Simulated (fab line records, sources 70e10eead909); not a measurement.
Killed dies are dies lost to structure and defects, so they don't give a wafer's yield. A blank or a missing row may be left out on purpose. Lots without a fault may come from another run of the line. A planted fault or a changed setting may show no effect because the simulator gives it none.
Chamber matching | flow nand_harc | NHARC_A_CONTACT_ALD_18 on ald_metal-01: 4 sister chambers
The step deposits TiN, target thk 3 nm, pulse time 1 s, ald cycles 150. 4 wafers are shown with their chamber, then 10 later ones without.

WAFERS WITH THEIR CHAMBER
wafer  | chamber | precursor_pulse_height_rel
L084.6 | 2       | 1.004
L086.6 | 3       | 1.004
L090.2 | 0       | 1.007
L090.5 | 1       | 1.004

WAFERS WITHOUT THEIR CHAMBER
wafer  | precursor_pulse_height_rel
L090.6 | 0.993
L090.1 | 0.977
L090.3 | 1.002
L090.4 | 0.998
L093.1 | 0.989
L093.4 | 1.010
L093.6 | 1.001
L097.1 | 1.014
L097.3 | 1.047
L097.6 | 1.014

WHICH CHAMBER EACH WENT THROUGH
wafer  | from the rows above               | in truth
L090.6 | can't be placed: 1 or 2 or 3 or 0 | 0
L090.1 | can't be placed: 1 or 2 or 3 or 0 | 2
L090.3 | can't be placed: 1 or 2 or 3 or 0 | 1
L090.4 | can't be placed: 1 or 2 or 3 or 0 | 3
L093.1 | can't be placed: 1 or 2 or 3 or 0 | 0
L093.4 | can't be placed: 0 or 1 or 2 or 3 | 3
L093.6 | can't be placed: 1 or 2 or 3 or 0 | 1
L097.1 | can't be placed: 0 or 1 or 2 or 3 | 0
L097.3 | can't be placed: 0 or 1 or 2 or 3 | 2
L097.6 | can't be placed: 0 or 1 or 2 or 3 | 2
Placed correctly: 0 of 10. Can't be placed from these rows: 10 (the true chamber is among the candidates in 10). Placed wrongly: 0.
How it was worked out, from the rows above alone: a wafer's distance from a chamber is the root of the sum, over the readings, of the square of ((its reading less the chamber's mean) divided by the reading's scatter). The wafer belongs to the nearest chamber; if the next one is less than 2 further off, it can't be placed. A chamber's mean is the mean of its shown wafers. The scatter: with one shown wafer a chamber, the root of the mean of the squares of how far each hidden wafer lies from its nearest shown one.
